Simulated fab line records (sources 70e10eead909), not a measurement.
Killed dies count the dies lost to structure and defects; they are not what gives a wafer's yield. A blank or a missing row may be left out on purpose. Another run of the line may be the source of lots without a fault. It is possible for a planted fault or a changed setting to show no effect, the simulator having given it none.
Which of the tools did it? -- flow nandHarc -- Sampling: 6 lots, 18 wafers, 4 of 1302 route steps

WHAT THE GAUGES SHOWED, per wafer
NHARC_A_SGD_CUT_CD_MEAS_09: the cd target is 100 nm.
lot,measured,on,cdNm (nm)
L374,day 19 15:28,cdSem-03,100.3 100.1 100.4
L380,day 22 04:18,cdSem-03,100.8 100.0 100.5
L384,day 23 11:38,cdSem-02,99.7 99.7 99.8
L389,day 25 15:04,cdSem-01,100.4 99.8 99.8
L388,day 25 17:57,cdSem-01,76.1 76.2 76.4
L397,day 28 12:31,cdSem-02,100.8 100.8 100.2

WHAT TOOL EACH LOT RAN ON (gives the tool, then ch and the chambers of the sampled wafers, and finally the start)
lot,NHARC_A_STAIRCASE_ETCH_444,NHARC_A_STAIRCASE_STRIP_475,NHARC_A_SGD_CUT_EXPOSE_06
L374,"rieDiel-04 ch 0,2,3, day 19 08:28","rieDiel-04 ch 0,1,2, day 19 14:35 or earlier","arfiScanner-02 ch 0, day 19 15:19"
L380,"rieDiel-08 ch 0,1, day 21 20:25","rieDiel-04 ch 0,2, day 22 03:30 or earlier","arfiScanner-01 ch 0, day 22 04:10"
L384,"rieDiel-04 ch 2,3, day 23 03:28","rieDiel-08 ch 0,1, day 23 10:51 or earlier","arfiScanner-03 ch 0, day 23 11:30"
L389,"rieDiel-08 ch 0,1,3, day 25 07:13","rieDiel-04 ch 0,1,2, day 25 14:16 or earlier","arfiScanner-01 ch 0, day 25 14:55"
L388,"rieDiel-08 ch 0,2,3, day 25 11:09","rieDiel-11 ch 0,1,3, day 25 17:10 or earlier","arfiScanner-03 ch 0, day 25 17:49"
L397,"rieDiel-04 ch 1,2, day 28 04:47","rieDiel-11 ch 0,1,2, day 28 11:51 or earlier","arfiScanner-02 ch 0, day 28 12:22"
- NHARC_A_STAIRCASE_ETCH_444: etches the open film in C4F8/O2, target depth 20400 nm, time 6800 s.
- NHARC_A_STAIRCASE_STRIP_475: strips in O2, time 20 s.
- NHARC_A_SGD_CUT_EXPOSE_06: exposes mask SGD.

THE ANSWER, worked out from the rows above alone
Rule: the usual values come from the lots themselves. The widest of any qualifying gaps counts: lots, ordered by their means at a reading, are off when they make up no more than a third of the lots, leave a main group of 4 or more, and stand apart from it by 3 or more times the standard deviation of that group's means. A main group whose means are all the same, to the digits that the tables above print for the reading, isn't used. Also off: a lot with no number at a reading for which 4 or more lots have one. The other lots that the step has rows for count as sound.
Off, at NHARC_A_SGD_CUT_CD_MEAS_09 on cdNm: L388. For the main group the mean is 100.2 nm and the standard deviation 0.31.
A tool fits if, at a process step before that reading, it ran every lot that is off, and no sound lot after the first of them. Gauges at NHARC_A_SGD_CUT_CD_MEAS_09: tried the same way as those tools. NHARC_A_STAIRCASE_STRIP_475: start missing for some lots; hours and lot order therefore follow NHARC_A_STAIRCASE_INSPECT_155. Can't be told from this: 3 tools fit, rieDiel-08 at NHARC_A_STAIRCASE_ETCH_444, arfiScanner-03 at NHARC_A_SGD_CUT_EXPOSE_06, cdSem-01 at NHARC_A_SGD_CUT_CD_MEAS_09.

WHAT THE SIMULATOR PUT IN
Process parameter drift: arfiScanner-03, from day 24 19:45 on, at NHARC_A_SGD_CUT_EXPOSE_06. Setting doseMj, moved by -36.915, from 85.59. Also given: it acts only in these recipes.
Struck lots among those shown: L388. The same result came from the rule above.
